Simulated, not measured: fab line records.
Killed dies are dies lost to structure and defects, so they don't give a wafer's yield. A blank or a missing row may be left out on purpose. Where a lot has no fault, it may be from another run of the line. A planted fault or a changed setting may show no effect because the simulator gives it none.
Split-lot trial -- flow n5_finfet -- on a route of 1938 steps: 7 lots, 21 wafers read

THE SPLIT ITSELF
At N5_BEOL_M1_ILD_DEP_00 (deposits SiOC from DEMS/O2, target thk 79 nm, time 15.3 s), the setting time_s was moved away from the recipe's 15.3 s on 7 of the 21 wafers read, by -13.7% to +11.7%. This setting was run at the recipe's value on the other wafers.

There is no step in the file separating the split from the reading.

THE READING
M1_ILD_THK, in nm, at N5_BEOL_M1_THK_MEAS_01. Fault-free wafers of this fab line usually give 79.0 nm, standard deviation 1.1 nm.

wafer,"tool, chamber at the split","time_s as run, s",against the recipe,"M1_ILD_THK, nm",against lot-mates on the recipe
L077.1,"pecvd-04, 0",16.13,+5.4%,81.3,+2.0
L077.3,"pecvd-04, 1",15.3,recipe,79.3,-
L077.6,"pecvd-04, 1",16.13,+5.4%,84.2,+4.9
L078.1,"pecvd-04, 1",15.3,recipe,76.9,-
L078.3,"pecvd-04, 0",15.3,recipe,78.8,-
L078.5,"pecvd-04, 0",15.3,recipe,79.1,-
L079.1,"pecvd-02, 0",15.3,recipe,79.2,-
L079.4,"pecvd-02, 1",15.3,recipe,79.5,-
L079.5,"pecvd-02, 0",15.3,recipe,80.4,-
L088.1,"pecvd-04, 1",15.3,recipe,78.8,-
L088.2,"pecvd-04, 0",15.3,recipe,77.7,-
L088.5,"pecvd-04, 2",15.3,recipe,79.2,-
L089.3,"pecvd-02, 1",15.3,recipe,79.0,-
L089.4,"pecvd-02, 2",13.2,-13.7%,69.7,-10.0
L089.5,"pecvd-02, 0",15.3,recipe,80.3,-
L090.1,"pecvd-02, 1",15.3,recipe,79.5,-
L090.5,"pecvd-02, 1",17.09,+11.7%,88.9,+9.4
L090.6,"pecvd-02, 0",17.09,+11.7%,89.6,+10.1
L097.3,"pecvd-03, 0",16.05,+4.9%,81.5,+3.5
L097.4,"pecvd-03, 2",15.3,recipe,78.0,-
L097.5,"pecvd-03, 1",16.05,+4.9%,83.0,+5.0

FIT RESULTS
A straight line over all 21 wafers: M1_ILD_THK changes by +0.769 nm for each +1% of time_s; r = +0.97; the points scatter about the line by 1.1 nm.
The same after taking each lot's own level away (the mean of its wafers on the recipe; 21 wafers): +0.776 nm for each +1%; r = +0.98; scatter 0.86 nm.
On that fit, the largest move of time_s shifts the reading by 11 nm.
Across the lots, their own levels run from 78.00 to 79.70 nm, a range of 1.5 times the standard deviation given above.
The two slopes are in agreement: the lot-to-lot level therefore moves the slope only a little.
Check: with one of the wafers moved furthest among these (-13.7%) left out of the fit, the line predicts -11.2 nm for it against its lot-mates. Against them it came out at -9.95 nm.

ADDITIONAL SPLITS CARRIED BY THESE WAFERS
Note: prior to the reading, these wafers also went through further splits. Each is held against what the fit with the lots' levels taken away leaves over:
other split on the same wafers,wafers away from the commonest value,r with M1_ILD_THK (lot level and that fit taken away)
N5_SDB_COAT_05 spin_rpm,9,+0.03
N5_HKMG_FIN_COAT_43 spin_rpm,5,+0.07
N5_GATE_CUT_COAT_07 spin_rpm,7,-0.18
N5_GATE_CUT_DESCUM_18 time_s,8,+0.15
N5_MOL_CONTACT_COAG_CONTACT_ETCH_14 source_w,2,+0.04
N5_MOL_CONTACT_COAG_VIA_ETCH_117 bias_w,9,-0.19
N5_MOL_CONTACT_COAG_ETCH_124 source_w,8,-0.24
N5_BEOL_M0_ETCH_109 bias_w,5,+0.49

THE WHOLE CHAIN: every reading that the file lists as answering this split, in the file's order
step,what it does,reading,change (the file's fit),r (the file's)
N5_BEOL_M1_ILD_DEP_00,"deposits SiOC from DEMS/O2, target thk 79 nm, time 15.3 s","SiOC_of_BEOL_M1_ILD_DEP_00.thk_nm (the simulator's own value, which no gauge read)",+0.779 nm for each +1% of the setting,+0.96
N5_BEOL_M1_THK_MEAS_01,,M1_ILD_THK,+0.769 for each +1% of the setting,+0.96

THE FILE'S OWN FIT
M1_ILD_THK changes by +0.769 nm for each +1% of time_s, r = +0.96.
